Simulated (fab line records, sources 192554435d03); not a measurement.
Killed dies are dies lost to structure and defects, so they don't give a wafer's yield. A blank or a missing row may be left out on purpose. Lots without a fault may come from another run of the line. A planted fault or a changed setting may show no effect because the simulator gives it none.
Split-lot experiment | flow n5_finfet | 7 lots, 21 wafers read, on a route of 1938 steps

THE SPLIT
At N5_SD_EPI_N_ETCH_45 (etches SiOCN in CH3F/O2, target depth 6 nm), the setting target_depth_a was moved away from the recipe's 60 angstrom on 10 of the 21 wafers read, by -11.7% to +7.0%. The other wafers ran this setting at the recipe's value.

The reading is taken at the split's own step.

THE READING
etch.depth_nm (the simulator's own value, which no gauge read), in nm, at N5_SD_EPI_N_ETCH_45 (etches SiOCN in CH3F/O2, target depth 6 nm). The file gives no usual value for it. The 11 wafers here that ran the recipe average 5.985 nm, standard deviation 0.12 nm.

wafer  | tool, chamber at the split | target_depth_a as run, angstrom | against the recipe | etch.depth_nm, nm | against lot-mates on the recipe
L076.1 | rie_diel-03, 3             | 52.95                           | -11.7%             | 5.125             | -0.800
L076.3 | rie_diel-03, 1             | 60                              | recipe             | 5.925             | -
L076.6 | rie_diel-03, 3             | 52.95                           | -11.7%             | 5.128             | -0.797
L079.2 | rie_diel-06, 0             | 63.93                           | +6.5%              | 6.406             | no lot-mate on the recipe
L079.3 | rie_diel-06, 2             | 63.93                           | +6.5%              | 6.413             | no lot-mate on the recipe
L079.5 | rie_diel-06, 2             | 63.93                           | +6.5%              | 6.348             | no lot-mate on the recipe
L080.2 | rie_diel-06, 0             | 60                              | recipe             | 5.956             | -
L080.4 | rie_diel-06, 2             | 60                              | recipe             | 5.907             | -
L080.6 | rie_diel-06, 0             | 60                              | recipe             | 5.953             | -
L084.3 | rie_diel-03, 1             | 57.78                           | -3.7%              | 5.785             | -0.391
L084.4 | rie_diel-03, 0             | 57.78                           | -3.7%              | 5.851             | -0.325
L084.6 | rie_diel-03, 2             | 60                              | recipe             | 6.176             | -
L088.2 | rie_diel-06, 1             | 64.21                           | +7.0%              | 6.562             | +0.733
L088.4 | rie_diel-06, 3             | 60                              | recipe             | 5.737             | -
L088.6 | rie_diel-06, 0             | 60                              | recipe             | 5.922             | -
L094.1 | rie_diel-03, 2             | 56.14                           | -6.4%              | 5.747             | -0.281
L094.3 | rie_diel-03, 0             | 60                              | recipe             | 6.028             | -
L094.5 | rie_diel-03, 0             | 56.14                           | -6.4%              | 5.644             | -0.384
L097.1 | rie_diel-03, 2             | 60                              | recipe             | 6.159             | -
L097.2 | rie_diel-03, 0             | 60                              | recipe             | 6.031             | -
L097.6 | rie_diel-03, 0             | 60                              | recipe             | 6.037             | -

THE FIT
A straight line over all 21 wafers: etch.depth_nm changes by +0.0662 nm for each +1% of target_depth_a; r = +0.95; the points scatter about the line by 0.11 nm.
The same after taking each lot's own level away (the mean of its wafers on the recipe; 18 wafers): +0.0728 nm for each +1%; r = +0.97; scatter 0.092 nm.
On that fit, the largest move of target_depth_a shifts the reading by 0.86 nm.
The lots' own levels span 5.8295 to 6.1760 nm, that is 3.0 times the standard deviation above.
So the lot-to-lot level changes the slope little: the two slopes agree.
Check: with one of the wafers moved furthest among these (-11.7%) left out of the fit, the line predicts -0.846 nm for it against its lot-mates. It came out at -0.8 nm against them.

OTHER SPLITS ON THESE WAFERS
These wafers also went through other splits before the reading. Each is held against what the fit with the lots' levels taken away leaves over:
other split on the same wafers            | wafers away from the commonest value | r with etch.depth_nm (lot level and that fit taken away)
N5_WELL_APT_EXPOSE_05 dose_mj             | 6                                    | -0.51
N5_WELL_APT_DEVELOP_07 develop_time_s     | 6                                    | +0.00
N5_PMOS_HMC_CHANNEL_EPI_PEB_07 peb_temp_c | 4                                    | -0.10
N5_DUMMY_GATE_PECVD_30 time_s             | 7                                    | -0.23
N5_DUMMY_GATE_COAT_28 spin_rpm            | 6                                    | -0.48

THE FILE'S OWN FIT
etch.depth_nm changes by +0.0742 nm for each +1% of target_depth_a, r = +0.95.
